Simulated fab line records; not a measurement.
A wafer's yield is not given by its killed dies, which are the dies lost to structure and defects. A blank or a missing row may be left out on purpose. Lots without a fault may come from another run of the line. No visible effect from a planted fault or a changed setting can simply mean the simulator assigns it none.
Which tool did it? + flow nand_harc + 72 wafers from 24 lots sampled at 6 of the route's 1302 steps

## WHAT THE GAUGES SHOWED, per wafer
NHARC_P_M0_CD_MEAS_16. Usual: cd_nm at 89.7 nm, with a standard deviation of 0.92.
| lot  | measured     | on        | cd_nm (nm)     | flag |
|------|--------------|-----------|----------------|------|
| L074 | day 6 01:17  | cd_sem-01 | 90.8 90.4 91.3 |      |
| L075 | day 6 11:25  | cd_sem-01 | 89.6 89.0 89.0 |      |
| L076 | day 7 01:38  | cd_sem-01 | 90.0 89.5 89.3 |      |
| L077 | day 7 02:07  | cd_sem-02 | 89.7 91.1 90.0 |      |
| L078 | day 7 20:34  | cd_sem-03 | 88.6 88.3 89.3 |      |
| L079 | day 8 02:18  | cd_sem-01 | 91.0 90.8 89.6 |      |
| L080 | day 8 13:24  | cd_sem-03 | 90.7 89.1 91.0 |      |
| L081 | day 8 18:40  | cd_sem-02 | 89.0 89.5 88.9 |      |
| L082 | day 9 08:15  | cd_sem-02 | 89.6 89.1 88.8 |      |
| L083 | day 9 16:37  | cd_sem-03 | 90.1 90.5 89.2 |      |
| L084 | day 10 09:30 | cd_sem-02 | 91.6 90.5 89.7 |      |
| L085 | day 10 16:36 | cd_sem-03 | 90.5 89.2 89.6 |      |
| L086 | day 11 03:14 | cd_sem-01 | 89.3 90.5 90.3 |      |
| L087 | day 11 06:56 | cd_sem-03 | 90.8 89.8 89.5 |      |
| L089 | day 12 05:06 | cd_sem-02 | 91.7 91.4 91.3 |      |
| L088 | day 12 06:02 | cd_sem-01 | 90.2 89.6 89.6 |      |
| L090 | day 13 00:01 | cd_sem-01 | 88.4 90.0 90.4 |      |
| L091 | day 13 07:23 | cd_sem-01 | 89.0 87.6 88.4 |      |
| L092 | day 13 09:20 | cd_sem-02 | 88.1 89.1 88.9 |      |
| L093 | day 13 22:47 | cd_sem-01 | 88.9 89.1 89.2 |      |
| L095 | day 14 14:46 | cd_sem-02 | 91.1 90.4 90.7 |      |
| L094 | day 14 15:06 | cd_sem-02 | 89.9 88.2 90.0 |      |
| L096 | day 15 03:53 | cd_sem-03 | 89.9 90.1 89.6 |      |
| L097 | day 15 21:44 | cd_sem-03 | 89.3 89.7 89.4 |      |

NHARC_A_ONON_D2_THK_MEAS_30: measures by ellipsometry. Usual: thk_nm at 999 nm, with a standard deviation of 12.
| lot  | measured     | on            | thk_nm (nm)    | flag |
|------|--------------|---------------|----------------|------|
| L074 | day 13 00:41 | film_metro-01 | 994 997 996    |      |
| L075 | day 13 06:34 | film_metro-01 | 1005 1006 1005 |      |
| L076 | day 14 02:08 | film_metro-02 | 982 983 984    |      |
| L077 | day 14 02:08 | film_metro-01 | 995 996 995    |      |
| L078 | day 14 23:33 | film_metro-02 | 996 994 994    |      |
| L079 | day 14 17:17 | film_metro-01 | 1013 1013 1013 |      |
| L080 | day 15 14:55 | film_metro-01 | 987 987 986    |      |
| L081 | day 15 14:55 | film_metro-01 | 989 990 989    |      |
| L082 | day 16 03:55 | film_metro-01 | 998 1000 999   |      |
| L083 | day 16 15:02 | film_metro-01 | 1007 1007 1005 |      |
| L084 | day 17 06:58 | film_metro-01 | 986 985 985    |      |
| L085 | day 17 18:46 | film_metro-01 | 1016 1017 1016 |      |
| L086 | day 18 02:28 | film_metro-01 | 994 994 996    |      |
| L087 | day 18 02:26 | film_metro-02 | 1001 1002 1004 |      |
| L089 | day 19 05:22 | film_metro-01 | 1013 1013 1013 |      |
| L088 | day 19 01:29 | film_metro-01 | 986 987 987    |      |
| L090 | day 19 21:44 | film_metro-01 | 1014 1016 1014 |      |
| L091 | day 19 21:46 | film_metro-02 | 984 984 983    |      |
| L092 | day 20 08:46 | film_metro-01 | 1011 1010 1012 |      |
| L093 | day 21 00:49 | film_metro-01 | 1022 1022 1021 |      |
| L095 | day 21 18:16 | film_metro-02 | 981 983 983    |      |
| L094 | day 21 18:07 | film_metro-01 | 1007 1008 1009 |      |
| L096 | day 21 18:28 | film_metro-01 | 1006 1006 1006 |      |
| L097 | day 22 15:41 | film_metro-01 | 986 986 986    |      |

## WHICH TOOL RAN EACH LOT (tool, then ch and the chambers of the sampled wafers, then the start)
| lot  | NHARC_P_M0_ANNEAL_30             | NHARC_A_CHANNEL_HOLE_D1_ETCH_19  | NHARC_A_CHANNEL_HOLE_D1_ETCH_22  | NHARC_A_CHANNEL_HOLE_D1_ETCH_44    |
|------|----------------------------------|----------------------------------|----------------------------------|------------------------------------|
| L074 | rtp_anneal-01 ch 0, day 6 02:46  | har_etch-01 ch 0,1, day 8 12:18  | har_etch-01 ch 0,1, day 8 13:10  | rie_diel-07 ch 0,1,2, day 8 17:02  |
| L075 | rtp_anneal-02 ch 0, day 6 12:52  | har_etch-02 ch 0,1, day 8 20:04  | har_etch-02 ch 0,1, day 8 20:56  | rie_diel-07 ch 0,1,2, day 9 00:49  |
| L076 | rtp_anneal-02 ch 0, day 7 03:02  | har_etch-02 ch 0,1, day 9 17:42  | har_etch-02 ch 0,1, day 9 18:38  | rie_diel-07 ch 0,1, day 9 22:25    |
| L077 | rtp_anneal-02 ch 0, day 7 03:34  | har_etch-01 ch 0,1, day 9 19:38  | har_etch-01 ch 0,1, day 9 20:39  | rie_diel-07 ch 0,1,3, day 10 00:19 |
| L078 | rtp_anneal-02 ch 0, day 7 22:04  | har_etch-02 ch 0,1, day 10 13:02 | har_etch-02 ch 0,1, day 10 14:04 | rie_diel-07 ch 0,1,2, day 10 17:56 |
| L079 | rtp_anneal-01 ch 0, day 8 03:42  | har_etch-01 ch 0,1, day 10 07:43 | har_etch-01 ch 0,1, day 10 08:35 | rie_diel-07 ch 0,1,3, day 10 12:27 |
| L080 | rtp_anneal-02 ch 0, day 8 14:52  | har_etch-02 ch 0,1, day 11 02:19 | har_etch-02 ch 0,1, day 11 03:20 | rie_diel-07 ch 0,2, day 11 07:19   |
| L081 | rtp_anneal-01 ch 0, day 8 20:07  | har_etch-01 ch 0,1, day 11 02:07 | har_etch-01 ch 0,1, day 11 02:59 | rie_diel-07 ch 1,3, day 11 06:53   |
| L082 | rtp_anneal-01 ch 0, day 9 09:50  | har_etch-01 ch 0,1, day 11 21:59 | har_etch-01 ch 0,1, day 11 22:55 | rie_diel-07 ch 0,2,3, day 12 02:42 |
| L083 | rtp_anneal-02 ch 0, day 9 18:01  | har_etch-01 ch 0,1, day 12 06:25 | har_etch-01 ch 0,1, day 12 07:21 | rie_diel-07 ch 1,2,3, day 12 11:07 |
| L084 | rtp_anneal-02 ch 0, day 10 10:51 | har_etch-02 ch 0,1, day 12 21:28 | har_etch-02 ch 0,1, day 12 22:23 | rie_diel-13 ch 0,2,3, day 13 02:08 |
| L085 | rtp_anneal-01 ch 0, day 10 17:58 | har_etch-02 ch 0, day 13 01:35   | har_etch-02 ch 0, day 13 02:32   | rie_diel-07 ch 0,1,3, day 13 06:17 |
| L086 | rtp_anneal-02 ch 0, day 11 04:45 | har_etch-01 ch 0,1, day 13 14:52 | har_etch-01 ch 0,1, day 13 15:59 | rie_diel-07 ch 1,2,3, day 13 19:36 |
| L087 | rtp_anneal-02 ch 0, day 11 08:32 | har_etch-02 ch 0,1, day 13 17:41 | har_etch-02 ch 0,1, day 13 18:33 | rie_diel-07 ch 1,2, day 13 22:26   |
| L089 | rtp_anneal-02 ch 0, day 12 06:30 | har_etch-02 ch 0,1, day 14 16:56 | har_etch-02 ch 0,1, day 14 17:53 | rie_diel-07 ch 0,2,3, day 14 21:40 |
| L088 | rtp_anneal-02 ch 0, day 12 07:26 | har_etch-02 ch 0,1, day 14 12:45 | har_etch-02 ch 0,1, day 14 13:37 | rie_diel-07 ch 0,1, day 14 17:28   |
| L090 | rtp_anneal-02 ch 0, day 13 01:23 | har_etch-01 ch 0,1, day 15 14:34 | har_etch-01 ch 0,1, day 15 15:25 | rie_diel-07 ch 1,3, day 15 19:16   |
| L091 | rtp_anneal-02 ch 0, day 13 08:44 | har_etch-01 ch 0,1, day 15 18:44 | har_etch-01 ch 0,1, day 15 19:41 | rie_diel-02 ch 0,1,3, day 15 23:30 |
| L092 | rtp_anneal-01 ch 0, day 13 10:43 | har_etch-02 ch 0, day 15 17:01   | har_etch-02 ch 0, day 15 18:46   | rie_diel-13 ch 1,3, day 16 01:56   |
| L093 | rtp_anneal-02 ch 0, day 14 00:13 | har_etch-01 ch 0,1, day 16 06:56 | har_etch-01 ch 0,1, day 16 07:58 | rie_diel-07 ch 0,1, day 16 11:37   |
| L095 | rtp_anneal-01 ch 0, day 14 16:19 | har_etch-01 ch 0,1, day 17 05:41 | har_etch-01 ch 0,1, day 17 06:47 | rie_diel-07 ch 1,2, day 17 10:20   |
| L094 | rtp_anneal-02 ch 0, day 14 16:33 | har_etch-01 ch 0,1, day 17 09:47 | har_etch-01 ch 0,1, day 17 10:39 | rie_diel-07 ch 0,1,3, day 17 14:29 |
| L096 | rtp_anneal-02 ch 0, day 15 05:24 | har_etch-02 ch 0,1, day 17 14:53 | har_etch-02 ch 0,1, day 17 15:50 | rie_diel-07 ch 0,1,3, day 17 19:35 |
| L097 | rtp_anneal-02 ch 0, day 15 23:11 | har_etch-01 ch 0,1, day 18 12:14 | har_etch-01 ch 0,1, day 18 13:14 | rie_diel-07 ch 0,1,3, day 18 16:56 |
- NHARC_P_M0_ANNEAL_30: time 90 s.
- NHARC_A_CHANNEL_HOLE_D1_ETCH_19: etches the open film in C4F8/O2/Ar, time 34.5 s.
- NHARC_A_CHANNEL_HOLE_D1_ETCH_22: etches the open film in C4F8/O2/Ar, time 666.7 s, target depth 1600 nm.
- NHARC_A_CHANNEL_HOLE_D1_ETCH_44: etches the open film in CF4/O2, target depth 140 nm, overetch 14 nm, time 77 s.

## AS READ BY THE TOOLS THEMSELVES (means over the sampled wafers that have a number; for cases with no such wafer, the mark the record gives instead)
NHARC_P_M0_ANNEAL_30. Usual: wafer_temp_C_max at 225.9, with a standard deviation of 0.46.
| lot  | tool          | wafer_temp_C_max | flag |
|------|---------------|------------------|------|
| L074 | rtp_anneal-01 | 226.5            |      |
| L075 | rtp_anneal-02 | 225.8            |      |
| L076 | rtp_anneal-02 | 225.8            |      |
| L077 | rtp_anneal-02 | 225.5            |      |
| L078 | rtp_anneal-02 | 225.6            |      |
| L079 | rtp_anneal-01 | 225.9            |      |
| L080 | rtp_anneal-02 | 225.6            |      |
| L081 | rtp_anneal-01 | 226.6            |      |
| L082 | rtp_anneal-01 | 226.5            |      |
| L083 | rtp_anneal-02 | 225.8            |      |
| L084 | rtp_anneal-02 | 225.6            |      |
| L085 | rtp_anneal-01 | 226.4            |      |
| L086 | rtp_anneal-02 | 225.5            |      |
| L087 | rtp_anneal-02 | 225.7            |      |
| L089 | rtp_anneal-02 | 225.6            |      |
| L088 | rtp_anneal-02 | 225.4            |      |
| L090 | rtp_anneal-02 | 225.5            |      |
| L091 | rtp_anneal-02 | 225.5            |      |
| L092 | rtp_anneal-01 | 226.4            |      |
| L093 | rtp_anneal-02 | 225.5            |      |
| L095 | rtp_anneal-01 | 226.5            |      |
| L094 | rtp_anneal-02 | 225.8            |      |
| L096 | rtp_anneal-02 | 225.5            |      |
| L097 | rtp_anneal-02 | 225.8            |      |

NHARC_A_CHANNEL_HOLE_D1_ETCH_19. Usual: drypump_motor_current_A 6.1 A, standard deviation 0.36; he_backside_leak_sccm 6.3 sccm, standard deviation 0.74; o2_flow_sccm 96.18 sccm, standard deviation 0.26; showerhead_plenum_p_Torr 3.71 Torr, standard deviation 0.063; throttle_valve_pct 37.039 %, standard deviation 0.0086.
| lot  | tool        | drypump_motor_current_A (A) | he_backside_leak_sccm (sccm) | o2_flow_sccm (sccm) | showerhead_plenum_p_Torr (Torr) | throttle_valve_pct (%) | flag |
|------|-------------|-----------------------------|------------------------------|---------------------|---------------------------------|------------------------|------|
| L074 | har_etch-01 | 5.9                         | 5.7                          | 96.22               | 3.74                            | 37.046                 |      |
| L075 | har_etch-02 | 6.1                         | 6.4                          | 96.12               | 3.75                            | 37.037                 |      |
| L076 | har_etch-02 | 6.4                         | 6.8                          | 96.29               | 3.78                            | 37.037                 |      |
| L077 | har_etch-01 | 5.9                         | 5.7                          | 96.43               | 3.73                            | 37.034                 |      |
| L078 | har_etch-02 | 6.1                         | 6.8                          | 96.35               | 3.74                            | 37.042                 |      |
| L079 | har_etch-01 | 5.8                         | 5.9                          | 96.24               | 3.72                            | 37.041                 |      |
| L080 | har_etch-02 | 6.1                         | 6.9                          | 96.03               | 3.73                            | 37.036                 |      |
| L081 | har_etch-01 | 6.0                         | 5.5                          | 96.16               | 3.68                            | 37.052                 |      |
| L082 | har_etch-01 | 5.9                         | 5.8                          | 96.15               | 3.71                            | 37.041                 |      |
| L083 | har_etch-01 | 6.0                         | 5.7                          | 96.12               | 3.67                            | 37.041                 |      |
| L084 | har_etch-02 | 6.3                         | 7.1                          | 96.02               | 3.75                            | 37.039                 |      |
| L085 | har_etch-02 | 6.6                         | 7.1                          | 96.24               | 3.78                            | 37.049                 |      |
| L086 | har_etch-01 | 5.9                         | 6.0                          | 96.16               | 3.70                            | 37.039                 |      |
| L087 | har_etch-02 | 6.4                         | 6.9                          | 96.18               | 3.74                            | 37.039                 |      |
| L089 | har_etch-02 | 6.4                         | 7.2                          | 96.01               | 3.74                            | 37.032                 |      |
| L088 | har_etch-02 | 6.1                         | 7.2                          | 96.14               | 3.71                            | 37.031                 |      |
| L090 | har_etch-01 | 5.9                         | 6.3                          | 96.21               | 3.69                            | 37.033                 |      |
| L091 | har_etch-01 | 6.0                         | 5.9                          | 96.25               | 3.65                            | 37.033                 |      |
| L092 | har_etch-02 | 6.6                         | 7.4                          | 95.88               | 3.75                            | 37.043                 |      |
| L093 | har_etch-01 | 5.9                         | 6.4                          | 96.42               | 3.68                            | 37.045                 |      |
| L095 | har_etch-01 | 6.0                         | 5.9                          | 96.34               | 3.64                            | 37.039                 |      |
| L094 | har_etch-01 | 6.0                         | 6.0                          | 96.20               | 3.63                            | 37.040                 |      |
| L096 | har_etch-02 | 6.4                         | 5.8                          | 95.90               | 3.71                            | 37.036                 |      |
| L097 | har_etch-01 | 6.0                         | 5.9                          | 96.16               | 3.62                            | 37.041                 |      |

NHARC_A_CHANNEL_HOLE_D1_ETCH_22. Usual: drypump_motor_current_A 6.1 A, standard deviation 0.36; he_backside_leak_sccm 6.3 sccm, standard deviation 0.78; o2_flow_sccm 35.71 sccm, standard deviation 0.1; showerhead_plenum_p_Torr 3.67 Torr, standard deviation 0.06; throttle_valve_pct 32.154 %, standard deviation 0.0099.
| lot  | tool        | drypump_motor_current_A (A) | he_backside_leak_sccm (sccm) | o2_flow_sccm (sccm) | showerhead_plenum_p_Torr (Torr) | throttle_valve_pct (%) | flag |
|------|-------------|-----------------------------|------------------------------|---------------------|---------------------------------|------------------------|------|
| L074 | har_etch-01 | 5.9                         | 5.7                          | 35.65               | 3.69                            | 32.157                 |      |
| L075 | har_etch-02 | 6.1                         | 6.1                          | 35.72               | 3.71                            | 32.167                 |      |
| L076 | har_etch-02 | 6.4                         | 6.5                          | 35.65               | 3.73                            | 32.153                 |      |
| L077 | har_etch-01 | 5.8                         | 5.8                          | 35.67               | 3.69                            | 32.151                 |      |
| L078 | har_etch-02 | 6.1                         | 6.6                          | 35.81               | 3.70                            | 32.149                 |      |
| L079 | har_etch-01 | 5.8                         | 5.9                          | 35.68               | 3.68                            | 32.152                 |      |
| L080 | har_etch-02 | 6.1                         | 7.8                          | 35.70               | 3.69                            | 32.148                 |      |
| L081 | har_etch-01 | 6.0                         | 5.6                          | 35.80               | 3.64                            | 32.147                 |      |
| L082 | har_etch-01 | 5.8                         | 5.8                          | 35.71               | 3.67                            | 32.151                 |      |
| L083 | har_etch-01 | 6.0                         | 5.6                          | 35.62               | 3.64                            | 32.161                 |      |
| L084 | har_etch-02 | 6.4                         | 7.0                          | 35.82               | 3.71                            | 32.156                 |      |
| L085 | har_etch-02 | 6.7                         | 7.2                          | 35.74               | 3.74                            | 32.152                 |      |
| L086 | har_etch-01 | 5.9                         | 6.1                          | 35.63               | 3.66                            | 32.153                 |      |
| L087 | har_etch-02 | 6.3                         | 7.0                          | 35.74               | 3.70                            | 32.159                 |      |
| L089 | har_etch-02 | 6.4                         | 7.0                          | 35.90               | 3.69                            | 32.163                 |      |
| L088 | har_etch-02 | 6.1                         | 6.7                          | 35.69               | 3.67                            | 32.147                 |      |
| L090 | har_etch-01 | 5.9                         | 6.1                          | 35.67               | 3.65                            | 32.144                 |      |
| L091 | har_etch-01 | 6.0                         | 5.7                          | 35.79               | 3.61                            | 32.163                 |      |
| L092 | har_etch-02 | 6.6                         | 7.4                          | 35.76               | 3.71                            | 32.158                 |      |
| L093 | har_etch-01 | 5.8                         | 6.3                          | 35.78               | 3.64                            | 32.162                 |      |
| L095 | har_etch-01 | 6.0                         | 5.9                          | 35.68               | 3.60                            | 32.157                 |      |
| L094 | har_etch-01 | 6.0                         | 5.8                          | 35.68               | 3.60                            | 32.162                 |      |
| L096 | har_etch-02 | 6.3                         | 5.8                          | 35.73               | 3.67                            | 32.150                 |      |
| L097 | har_etch-01 | 6.0                         | 6.3                          | 35.58               | 3.59                            | 32.147                 |      |

NHARC_A_CHANNEL_HOLE_D1_ETCH_44. Usual: for drypump_motor_current_A, 5.8 A with a standard deviation of 0.45; for o2_flow_sccm, 19.99 sccm with a standard deviation of 0.06; for oes_f_703_au, 1.000 a.u. with a standard deviation of 0.0047; for oes_product_au, 1.002 a.u. with a standard deviation of 0.01; for rf_vpp_V, 197.5 V with a standard deviation of 1.4; for showerhead_plenum_p_Torr, 1.32 Torr with a standard deviation of 0.061; for throttle_valve_pct, 13.397 % with a standard deviation of 0.0089.
| lot  | tool        | drypump_motor_current_A (A) | o2_flow_sccm (sccm) | oes_f_703_au (a.u.) | oes_product_au (a.u.) | rf_vpp_V (V) | showerhead_plenum_p_Torr (Torr) | throttle_valve_pct (%) | flag |
|------|-------------|-----------------------------|---------------------|---------------------|-----------------------|--------------|---------------------------------|------------------------|------|
| L074 | rie_diel-07 | 5.6                         | 20.06               | 1.000               | 0.994                 | 197.9        | 1.29                            | 13.394                 |      |
| L075 | rie_diel-07 | 5.6                         | 19.97               | 1.002               | 0.991                 | 197.0        | 1.29                            | 13.399                 |      |
| L076 | rie_diel-07 | 5.7                         | 19.98               | 1.003               | 1.004                 | 197.5        | 1.29                            | 13.398                 |      |
| L077 | rie_diel-07 | 5.9                         | 20.00               | 1.000               | 1.013                 | 198.5        | 1.33                            | 13.401                 |      |
| L078 | rie_diel-07 | 5.6                         | 20.02               | 0.999               | 0.992                 | 196.3        | 1.29                            | 13.394                 |      |
| L079 | rie_diel-07 | 5.9                         | 20.04               | 1.000               | 1.010                 | 198.2        | 1.33                            | 13.402                 |      |
| L080 | rie_diel-07 | 5.7                         | 19.89               | 0.994               | 0.995                 | 197.2        | 1.29                            | 13.390                 |      |
| L081 | rie_diel-07 | 5.7                         | 19.95               | 1.002               | 1.002                 | 197.5        | 1.33                            | 13.390                 |      |
| L082 | rie_diel-07 | 6.0                         | 20.01               | 1.003               | 0.998                 | 197.0        | 1.34                            | 13.405                 |      |
| L083 | rie_diel-07 | 5.8                         | 20.03               | 1.001               | 0.997                 | 197.3        | 1.33                            | 13.402                 |      |
| L084 | rie_diel-13 | 5.7                         | 19.95               | 1.003               | 1.002                 | 198.0        | 1.33                            | 13.394                 |      |
| L085 | rie_diel-07 | 5.9                         | 20.00               | 0.998               | 0.999                 | 197.6        | 1.33                            | 13.399                 |      |
| L086 | rie_diel-07 | 5.8                         | 20.01               | 0.998               | 1.014                 | 197.8        | 1.33                            | 13.396                 |      |
| L087 | rie_diel-07 | 5.5                         | 19.91               | 0.998               | 1.008                 | 196.9        | 1.29                            | 13.392                 |      |
| L089 | rie_diel-07 | 6.0                         | 20.01               | 1.001               | 1.003                 | 197.5        | 1.33                            | 13.399                 |      |
| L088 | rie_diel-07 | 5.5                         | 19.97               | 0.998               | 0.999                 | 197.1        | 1.28                            | 13.411                 |      |
| L090 | rie_diel-07 | 6.1                         | 20.05               | 0.996               | 1.013                 | 199.4        | 1.37                            | 13.391                 |      |
| L091 | rie_diel-02 | 5.6                         | 19.95               | 1.005               | 1.002                 | 197.5        | 1.32                            | 13.393                 |      |
| L092 | rie_diel-13 | 6.0                         | 19.97               | 1.000               | 1.007                 | 197.0        | 1.30                            | 13.396                 |      |
| L093 | rie_diel-07 | 5.5                         | 20.00               | 0.999               | 0.994                 | 196.6        | 1.28                            | 13.393                 |      |
| L095 | rie_diel-07 | 5.4                         | 19.99               | 1.000               | 1.007                 | 197.1        | 1.28                            | 13.400                 |      |
| L094 | rie_diel-07 | 5.9                         | 20.01               | 1.000               | 1.009                 | 197.4        | 1.33                            | 13.395                 |      |
| L096 | rie_diel-07 | 5.9                         | 20.00               | 1.000               | 0.998                 | 196.6        | 1.33                            | 13.401                 |      |
| L097 | rie_diel-07 | 5.9                         | 20.03               | 1.006               | 1.009                 | 197.6        | 1.33                            | 13.399                 |      |

## THE ANSWER, worked out from the rows above alone
Rule: take the mean of a lot's wafers that have a number; if it is more than 3 standard deviations from the usual mean, the lot is off. Also off: a lot with no number at a reading for which 4 or more lots have one. All remaining lots with rows at the step are treated as sound. First the gauges in route order, then the tools' own readings, where a lot's mean is used as printed above. The first step at which some lot is off is used, and at that step the reading that is off furthest; a lot without a number counts as furthest.
None of the lots is off at any reading shown; this tells nothing.

## WHAT WAS PUT IN BY THE SIMULATOR
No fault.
